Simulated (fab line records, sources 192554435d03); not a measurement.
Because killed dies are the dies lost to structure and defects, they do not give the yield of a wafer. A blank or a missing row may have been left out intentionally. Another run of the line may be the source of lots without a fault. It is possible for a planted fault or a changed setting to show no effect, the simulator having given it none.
Which tool did it? -- flow n5Finfet -- 24 wafers sampled from 8 lots at 1 step of a route of 1938

WHAT EACH GAUGE READ, for each wafer
N5_BEOL_M4_OVL_MEAS_12.
lot,measured,on,M4_OVL (nm)
L287,day 7 21:32,overlay-01,-0.8 -1.1 0.6
L288,day 8 17:33,overlay-01,0.2 -0.9 1.6
L296,day 10 02:17,overlay-01,0.7 0.7 0.7
L301,day 11 07:46,overlay-02,0.8 0.3 0.5
L303,day 11 14:41,overlay-01,-0.4 0.6 0.8
L307,day 12 21:20,overlay-01,0.0 0.4 0.6
L306,day 13 07:40,overlay-02,-0.1 0.6 0.1
L309,day 13 11:25,overlay-02,1.6 1.4 0.3

TOOL THAT RAN EACH LOT (tool first, then ch and the chambers of the sampled wafers, then the start)
There is no process step in the record ahead of these readings.

THE ANSWER, worked out from the rows above alone
Rule: the usual values come from the lots themselves. The widest of any qualifying gaps counts: lots, ordered by their means at a reading, are off when they make up no more than a third of the lots, leave a main group of 4 or more, and stand apart from it by 3 or more times the standard deviation of that group's means. A main group whose means are all the same, to the digits that the tables above print for the reading, isn't used. Also off: a lot with no number at a reading for which 4 or more lots have one. Any other lot the step has rows for is counted as sound.
None of the lots is off at any reading shown; this tells nothing.

WHAT THE SIMULATOR HAD INSERTED
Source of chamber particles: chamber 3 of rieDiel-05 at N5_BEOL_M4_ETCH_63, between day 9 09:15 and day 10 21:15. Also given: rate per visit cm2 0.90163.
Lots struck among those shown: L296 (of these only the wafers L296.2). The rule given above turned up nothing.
